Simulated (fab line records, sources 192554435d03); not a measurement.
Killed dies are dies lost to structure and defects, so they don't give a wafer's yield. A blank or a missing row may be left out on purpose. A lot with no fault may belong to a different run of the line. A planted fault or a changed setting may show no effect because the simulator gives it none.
fab line records -- flow n5-finfet
[record] lots = 11, wafers = 33, last-day = 18
route steps=1938 shown BEOL_M4@1063 MIM_TOP_ETCH@1852 TV_OPEN@1887 PASSIVATION@1936
lots that met no fault: from a run of the same line without faults
start-h: the number of hours between the record's first day and the start of the first shown wafer of the lot -- wait-h: hours elapsed since this lot's preceding step -- " same as the row above -- L1.1+2: several wafers, shown together as one row -- - no value, or no start was given -- * or withheld: withheld -- < > ~ a bound
route shown NAME@n: a module of which the file shows steps, and the number in the route of the first -- usual: the fault-free wafers' mean and standard deviation -- same: alike in all rows -- chamber/n: place in a boat -- sites: each site's reading -- _std_site: the standard deviation of these -- _edge_site: inner sites' mean taken away from outer sites' mean -- radius-mm: how far each site lies from the wafer's centre -- mask NAME#n: copy n -- behind: tool/chamber where the wafer was last shaped -- hold: what put the lot on hold/how long, in hours/how the hold closed -- device: the transistor (n, p or np) that didn't switch -- end of line: the same wafers' tests at the end of the route -- a step with no rows: only its recipe -- killed: dies that structure and defects cost at the first sort, which is not the same as the wafer's yield -- map: a wafer's dies, marking killed ones x, the rest . and places with no die _
set.NAME: the run value of the setting; set.NAME@STEP: its run value at that earlier step -- model.NAME: the simulator's own value behind a step, which no gauge read
a sample of lots followed through the steps of the route, with each step as a table and each wafer as a row
services: a tool's chamber out of use, with start hour (start-h, from the record's first day; less than 0 if before it), hours out, and reason
[[steps]]
[step N5_BEOL_M4_ETCHBACK_99]
[recipe] chemistry = CHF3, target = SiO2, target-depth-a = 50, time-s = 10.4, source-w = 215, bias-w = 47, Ar_flow_sccm = 200, CHF3_flow_sccm = 12, ion-energy-ev = 100, pressure-mtorr = 30
[usual] drypump-motor-current-A = 5.9/0.33, oes-product-au = 0.78/0.072, rf-vpp-V = 240.7/2.3, showerhead-plenum-p-Torr = 2.11/0.065, throttle-valve-pct = 17.03/0.26
lot.wafer,tool,chamber,start-h,wait-h,drypump-motor-current-A,oes-product-au,rf-hours-counter-h,rf-vpp-V,showerhead-plenum-p-Torr,throttle-valve-pct
L246.1,rie-diel-01,2,188.13,3.3,6.2,0.70,208,240.9,2.14,17.01
L246.5,rie-diel-01,0,188.13,3.3,6.1,0.83,-,241.5,2.07,16.68
L246.6,rie-diel-01,3,188.13,3.3,5.7,0.79,-,239.6,2.07,17.20
L248.1,rie-diel-04,1,196.01,5.2,6.2,0.85,43,245.4,2.29,17.06
L248.5,rie-diel-04,3,196.01,5.2,5.6,0.84,-,245.4,2.29,17.18
L248.6,rie-diel-04,0,196.01,5.2,5.5,0.84,-,237.4,2.09,16.74
L247.1,rie-diel-01,2,196.05,4.8,6.2,0.70,211,241.2,2.14,17.01
L247.3,rie-diel-01,0,196.05,4.8,6.1,0.82,103,241.9,2.07,16.69
L247.4,rie-diel-01,3,196.05,4.8,5.8,0.79,125,238.5,2.07,17.20
L249.3,rie-diel-01,0,199.10,3.2,6.0,0.81,105,240.7,2.07,16.71
L249.4,rie-diel-01,2,199.10,3.2,6.2,0.70,212,239.1,2.14,17.02
L249.6,rie-diel-01,0,199.10,3.2,6.0,0.81,-,242.3,2.07,16.69
L251.1,rie-diel-01,3,209.90,9.0,5.8,0.77,130,239.2,2.07,17.22
L251.3,rie-diel-01,2,209.90,9.0,6.2,0.70,216,241.6,2.13,17.06
L251.5,rie-diel-01,3,209.90,9.0,5.7,0.79,-,238.8,2.07,17.23
L252.1,rie-diel-01,3,220.01,7.5,5.7,0.77,134,238.9,2.07,17.24
L252.4,rie-diel-01,0,220.01,7.5,6.0,0.81,112,241.4,2.07,16.71
L252.6,rie-diel-01,3,220.01,7.5,5.7,0.77,-,240.2,2.07,17.23
L254.2,rie-diel-01,2,230.21,16.8,6.1,0.68,224,241.0,2.13,17.06
L254.5,rie-diel-01,1,230.21,16.8,6.0,0.67,-,240.6,2.11,17.15
L254.6,rie-diel-01,2,230.21,16.8,6.2,0.69,-,241.0,2.13,17.06
L257.1,rie-diel-01,3,256.30,10.5,5.7,0.75,151,238.4,2.06,17.25
L257.4,rie-diel-01,0,256.30,10.5,6.1,0.79,-,242.8,2.06,16.74
L257.5,rie-diel-01,2,256.30,10.5,6.2,0.68,-,243.2,2.13,17.08
L265.1,rie-diel-01,3,293.68,4.9,5.7,0.74,165,238.9,2.05,17.30
L265.4,rie-diel-01,0,293.68,4.9,6.0,0.78,-,240.9,2.05,16.76
L265.6,rie-diel-01,3,293.68,4.9,5.7,0.75,-,237.8,2.05,17.30
L264.3,rie-diel-04,3,302.99,11.7,5.7,0.79,77,244.3,2.28,17.23
L264.4,rie-diel-04,1,302.99,11.7,6.2,0.81,73,244.8,2.28,17.12
L264.6,rie-diel-04,2,302.99,11.7,5.6,0.71,-,240.8,2.22,17.57
L266.2,rie-diel-01,1,303.89,10.7,5.9,0.91,16,240.6,2.10,16.73
L266.3,rie-diel-01,0,303.89,10.7,6.0,0.77,146,240.6,2.05,16.76
L266.6,rie-diel-01,3,303.89,10.7,5.7,0.74,-,239.1,2.05,17.31
[step N5_MIM_TOP_ETCH_STRIP_01]
[recipe] chemistry = O2, power-w = 600, temp-c = 60, pressure-mtorr = 30, rf-frequency-hz = 6e+07, bias-power-w = 0, overash-fraction = 0.5, o2-flow-sccm = 225
[usual] drypump-motor-current-A = 5.7/0.33, oes-product-au = 0.78/0.076, rf-vpp-V = 3.9/1.3, showerhead-plenum-p-Torr = 2.08/0.081, throttle-valve-pct = 16.71/0.3
lot.wafer,tool,chamber,start-h,wait-h,drypump-motor-current-A,oes-product-au,rf-hours-counter-h,rf-vpp-V,showerhead-plenum-p-Torr,throttle-valve-pct
L246.1,rie-diel-02,1,284.43,0.1,6.3,0.77,131,5.7,2.20,17.04
L246.5,rie-diel-02,2,284.43,0.1,5.5,0.75,-,3.8,2.01,16.62
L246.6,rie-diel-02,3,284.43,0.1,5.5,0.73,-,3.4,2.08,16.87
L248.1,rie-diel-06,2,288.29,0.1,5.9,0.70,197,5.0,2.00,17.11
L248.5,rie-diel-06,0,288.29,0.1,5.7,0.79,-,3.3,2.19,16.73
L248.6,rie-diel-06,3,288.29,0.1,5.3,0.90,-,3.3,2.22,16.29
L247.1,rie-diel-02,2,295.64,0.1,5.5,0.76,149,5.5,2.01,16.66
L247.3,rie-diel-02,0,295.64,0.1,5.4,0.93,14,3.5,2.14,16.31
L247.4,rie-diel-02,3,295.64,0.1,5.5,0.71,197,5.1,2.08,16.86
L249.3,rie-diel-06,2,308.57,0.1,5.9,0.69,202,5.2,2.00,17.12
L249.4,rie-diel-06,1,308.57,0.1,5.9,0.72,173,5.8,1.93,17.22
L249.6,rie-diel-06,2,308.57,0.1,5.8,0.69,-,4.2,2.00,17.12
L251.1,rie-diel-06,1,308.61,0.1,6.0,0.73,173,3.4,1.94,17.21
L251.3,rie-diel-06,2,308.61,0.1,5.9,0.70,203,6.1,2.00,17.08
L251.5,rie-diel-06,0,308.61,0.1,5.7,0.78,-,3.6,2.18,16.80
L252.1,rie-diel-05,3,317.98,0.2,5.6,0.86,57,2.4,2.04,16.52
L252.4,rie-diel-05,0,317.98,0.2,6.2,0.70,199,3.0,2.07,16.73
L252.6,rie-diel-05,2,317.98,0.2,6.0,0.67,-,2.4,2.15,16.56
L254.2,rie-diel-05,1,335.81,0.2,5.2,0.81,69,5.1,2.03,16.61
L254.5,rie-diel-05,1,335.81,0.2,5.1,0.82,-,3.0,2.03,16.66
L254.6,rie-diel-05,3,335.81,0.2,5.6,0.85,-,4.1,2.04,16.52
L257.1,rie-diel-02,2,361.18,0.1,5.4,0.73,169,2.5,2.01,16.67
L257.4,rie-diel-02,0,361.18,0.1,5.4,0.91,-,3.9,2.13,16.34
L257.5,rie-diel-02,2,361.18,0.1,5.5,0.72,-,2.7,2.01,16.70
L265.1,rie-diel-05,3,403.97,0.1,5.6,0.82,82,3.5,2.03,16.52
L265.4,rie-diel-05,3,403.97,0.1,5.5,0.83,-,5.2,2.03,16.57
L265.6,rie-diel-05,1,403.97,0.1,5.2,0.79,-,5.4,2.03,16.66
L264.3,rie-diel-02,0,414.09,0.1,5.4,0.85,48,2.2,2.13,16.37
L264.4,rie-diel-02,3,414.09,0.1,5.5,0.69,233,4.9,2.07,16.92
L264.6,rie-diel-02,3,414.09,0.1,5.4,0.70,-,3.6,2.06,16.95
L266.2,rie-diel-06,0,417.47,0.2,5.7,0.74,176,4.4,2.17,16.81
L266.3,rie-diel-06,3,417.47,0.2,5.3,0.84,72,4.6,2.21,16.31
L266.6,rie-diel-06,1,417.47,0.2,5.9,0.69,-,4.7,1.92,17.26
[step N5_PASSIVATION_PASS_ETCH_74]
[recipe] chemistry = CF4/O2, target = SiNx, target-depth-a = 2200, time-s = 110, ion-energy-ev = 100, pressure-mtorr = 40, source-w = 535, bias-w = 49, Ar_flow_sccm = 100, cf4-flow-sccm = 100, O2_flow_sccm = 10
[usual] cf4-flow-sccm = 100.0/0.32, drypump-motor-current-A = 5.7/0.34, oes-product-au = 0.77/0.079, rf-vpp-V = 240.0/2.3, showerhead-plenum-p-Torr = 2.19/0.083, throttle-valve-pct = 16.05/0.29
lot.wafer,tool,chamber,start-h,wait-h,cf4-flow-sccm,drypump-motor-current-A,oes-product-au,rf-hours-counter-h,rf-vpp-V,showerhead-plenum-p-Torr,throttle-valve-pct
L246.1,rie-diel-05,2,287.05,0.0,100.4,6.1,0.69,236,239.1,2.26,15.91
L246.5,rie-diel-05,0,287.05,0.0,99.5,6.2,0.70,-,240.4,2.20,16.08
L246.6,rie-diel-05,1,287.05,0.0,100.4,5.2,0.84,-,236.4,2.15,15.95
L248.1,rie-diel-05,2,293.02,0.0,99.5,6.1,0.69,238,238.8,2.26,15.93
L248.5,rie-diel-05,1,293.02,0.0,100.5,5.2,0.84,-,236.5,2.15,15.97
L248.6,rie-diel-05,2,293.02,0.0,99.6,6.1,0.69,-,240.3,2.26,15.94
L247.1,rie-diel-05,2,302.76,0.0,99.9,6.0,0.69,241,240.9,2.26,15.92
L247.3,rie-diel-05,1,302.76,0.0,100.4,5.2,0.83,60,236.2,2.15,15.97
L247.4,rie-diel-05,1,302.76,0.0,100.4,5.2,0.83,-,236.9,2.15,15.98
L249.3,rie-diel-02,1,310.78,0.0,99.6,6.3,0.76,138,239.8,2.30,16.38
L249.4,rie-diel-02,3,310.78,0.0,100.0,5.5,0.71,202,242.2,2.19,16.19
L249.6,rie-diel-02,3,310.78,0.0,100.0,5.5,0.72,-,243.6,2.19,16.20
L251.1,rie-diel-02,2,312.04,0.0,100.0,5.5,0.75,153,236.8,2.11,15.96
L251.3,rie-diel-02,0,312.04,0.0,99.6,5.4,0.92,18,239.6,2.25,15.65
L251.5,rie-diel-02,3,312.04,0.0,100.6,5.5,0.71,-,243.2,2.19,16.20
L252.1,rie-diel-06,1,321.78,0.0,99.9,5.9,0.74,177,242.0,2.04,16.50
L252.4,rie-diel-06,2,321.78,0.0,100.0,5.8,0.69,206,238.2,2.10,16.42
L252.6,rie-diel-06,2,321.78,0.0,100.0,5.9,0.70,-,236.5,2.10,16.41
L254.2,rie-diel-05,3,339.14,0.0,100.1,5.5,0.85,64,242.0,2.15,15.85
L254.5,rie-diel-05,3,339.14,0.0,100.3,5.6,0.85,-,239.8,2.15,15.85
L254.6,rie-diel-05,1,339.14,0.0,100.2,5.2,0.82,-,236.0,2.15,15.98
L257.1,rie-diel-06,1,364.65,0.0,100.7,5.9,0.73,191,242.2,2.03,16.51
L257.4,rie-diel-06,2,364.65,0.0,99.8,5.9,0.69,217,235.6,2.10,16.44
L257.5,rie-diel-06,2,364.65,0.0,99.9,5.9,0.69,-,236.5,2.10,16.46
L265.1,rie-diel-02,0,408.45,0.0,99.7,5.4,0.87,46,238.9,2.24,15.68
L265.4,rie-diel-02,2,408.45,0.0,100.2,5.5,0.72,181,239.6,2.10,16.02
L265.6,rie-diel-02,1,408.45,0.0,99.9,6.3,0.75,-,242.3,2.29,16.43
L264.3,rie-diel-02,2,416.84,0.0,100.1,5.5,0.72,185,239.4,2.10,16.01
L264.4,rie-diel-02,0,416.84,0.0,99.5,5.4,0.86,49,239.1,2.24,15.69
L264.6,rie-diel-02,0,416.84,0.0,99.9,5.4,0.86,-,238.4,2.24,15.70
L266.2,rie-diel-05,3,425.70,0.0,99.8,5.6,0.82,91,240.7,2.15,15.91
L266.3,rie-diel-05,1,425.70,0.0,100.0,5.2,0.77,103,235.7,2.14,16.05
L266.6,rie-diel-05,2,425.70,0.0,100.6,6.0,0.91,-,240.7,2.25,15.49
[step N5_PASSIVATION_PROBE_49]
[usual] defect-limited-yield = 91.2/1.5, killed_at_M0_to_M3 = 32/9.6, killed_at_M4_up = 13/5.3, killed-at-contacts = 13/6.7, killed-at-front-end = 42/11, killed-at-other = 3.8/2.9, killed-dies = 103/17, killed-on-rim = 14/4.4, killed-open = 67/13, killed-short = 35/7.9, sort_bin_5_function = 5.2/0.94, sort_bin_6_memory = 3.3/0.64, sort-n-pass = 1077/17, sort-yield-pct = 91.2/1.5
[same] gross-dies = 1180, killed-at-back-side = 0, sort_bin_4_leakage[%] = 0, sort_bin_8_speed[%] = 0
lot.wafer,tool,chamber,start-h,wait-h,defect-limited-yield[%],killed_at_M0_to_M3,killed_at_M4_up,killed-at-contacts,killed-at-front-end,killed-at-other,killed-dies,killed-on-rim,killed-open,killed-short,sort_bin_5_function[%],sort_bin_6_memory[%],sort-n-pass,sort-yield-pct[%]
L265.1,prober-01,-,414.94,0.0,84.5,21,98,15,42,7,183,30,66,33,9.0,4.8,997,84.5
L265.4,prober-01,-,415.09,0.2,91.1,31,22,15,37,0,105,12,70,29,5.3,3.2,1075,91.1
L265.6,prober-01,-,415.19,0.3,84.9,34,90,20,33,1,178,32,60,35,10.3,3.6,1002,84.9
L266.2,prober-01,-,432.62,0.1,88.8,25,16,10,79,2,132,24,95,37,6.0,4.6,1048,88.8
L266.3,prober-01,-,432.67,0.1,89.2,33,28,11,54,2,128,18,87,40,6.7,4.0,1052,89.2
L266.6,prober-01,-,432.82,0.3,83.6,30,104,16,43,1,194,27,73,38,10.3,4.9,986,83.6
// killed by level:class
L265.1 BEOL_M4:unspecified=81 MOL_CONTACT_COAG:geometric-particle:open=14 FIN_SAQP:geometric-particle:short=11 FIN_SAQP:geometric-particle:open=6 GATE_CUT:geometric-particle:short=6 BEOL_M5:geometric-particle:open=6 BEOL_M1:geometric-particle:open=5 ILD0:geometric-particle:open=4
L265.4 BEOL_M0_SAQP:geometric-particle:open=13 MOL_CONTACT_COAG:geometric-particle:open=12 STI_FIN_REVEAL:geometric-particle:open=9 BEOL_M1:geometric-particle:open=6 FIN_SAQP:geometric-particle:open=5 BEOL_M0_SAQP:geometric-particle:short=5 BEOL_M4:geometric-particle:open=5 FIN_SAQP:geometric-particle:short=4
L265.6 BEOL_M4:unspecified=79 MOL_CONTACT_COAG:geometric-particle:open=15 BEOL_M0:geometric-particle:short=9 BEOL_M1:geometric-particle:open=8 FIN_SAQP:geometric-particle:open=5 STI_FIN_REVEAL:geometric-particle:open=5 GATE_CUT:geometric-particle:short=5 MOL_CONTACT_COAG:geometric-particle:short=5
L266.2 STI_FIN_REVEAL:geometric-particle:open=35 FIN_SAQP:geometric-particle:open=14 FIN_SAQP:geometric-particle:short=7 MOL_CONTACT_COAG:geometric-particle:open=7 BEOL_M1:geometric-particle:open=7 BEOL_M0_SAQP:geometric-particle:short=6 BEOL_M5:geometric-particle:open=6 ILD0:geometric-particle:short=5
L266.3 BEOL_M4:geometric-particle:open=17 MOL_CONTACT_COAG:geometric-particle:open=8 BEOL_M0_SAQP:geometric-particle:open=8 BEOL_M3:geometric-particle:open=8 FIN_SAQP:geometric-particle:open=7 FIN_SAQP:geometric-particle:short=7 GATE_CUT:geometric-particle:short=6 BEOL_M0_SAQP:geometric-particle:short=6
L266.6 BEOL_M4:unspecified=82 STI_FIN_REVEAL:geometric-particle:open=13 MOL_CONTACT_COAG:geometric-particle:open=12 BEOL_M0_SAQP:geometric-particle:short=10 FIN_SAQP:geometric-particle:open=9 BEOL_M4:geometric-particle:open=9 BEOL_M0_SAQP:geometric-particle:open=8 BEOL_M5:geometric-particle:open=5
[[services]]
tool,chamber,start-h,hours,kind
rie-diel-06,1,185.66,1.9,repair
rie-diel-02,2,186.31,1.2,repair
rie-diel-01,1,203.47,7.2,repair
rie-diel-04,1,209.09,6.8,repair
rie-diel-02,-,211.42,0.1,repair
rie-diel-02,1,234.79,10.1,repair
rie-diel-04,-,240.08,14.6,pm
rie-diel-01,1,244.09,-,clean
rie-diel-01,1,244.09,-,consumable-replace:focus-ring
rie-diel-01,1,244.09,13.9,scheduled-down
rie-diel-01,1,244.09,13.9,vent-cycle
rie-diel-01,2,290.57,-,clean
rie-diel-05,0,290.58,14.1,repair
rie-diel-06,2,323.89,4.5,repair
rie-diel-04,1,344.77,30.9,repair
rie-diel-02,1,351.37,14.6,repair
rie-diel-05,3,356.99,15.0,repair
rie-diel-04,1,384.65,6.6,repair
rie-diel-05,1,391.04,3.1,repair
rie-diel-01,2,393.40,8.3,repair
rie-diel-05,0,394.11,18.5,repair
rie-diel-04,3,413.39,10.4,repair
rie-diel-01,2,416.43,1.4,repair
rie-diel-05,0,421.29,5.3,repair
[[key]]
[first-sign] step = N5_PASSIVATION_PROBE_49, reading = killed_at_M4_up, direction = up, sigmas = 16, usual = 13, struck = 97
[effect] step = N5_PASSIVATION_PROBE_49, reading = killed-dies, direction = up, sigmas = 4.7, usual = 103, struck = 185
[more-kills-born-at] N5_BEOL_M4_ETCHBACK_99@rie-diel-01 = 242
met-at N5_BEOL_M4_ETCHBACK_99
struck-lots L265,L266
struck-wafers L265.1,L265.6,L266.6
not-acting-at N5_MIM_TOP_ETCH_STRIP_01,N5_PASSIVATION_PASS_ETCH_74
onset-between 256.30 293.68
[fault] kind = chamber-particle-source, tool = rie-diel-01, chamber = 3, onset-h = 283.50, steps = N5_BEOL_M4_ETCHBACK_99, rate-per-visit-cm2 = 0.53466, end-h = 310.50
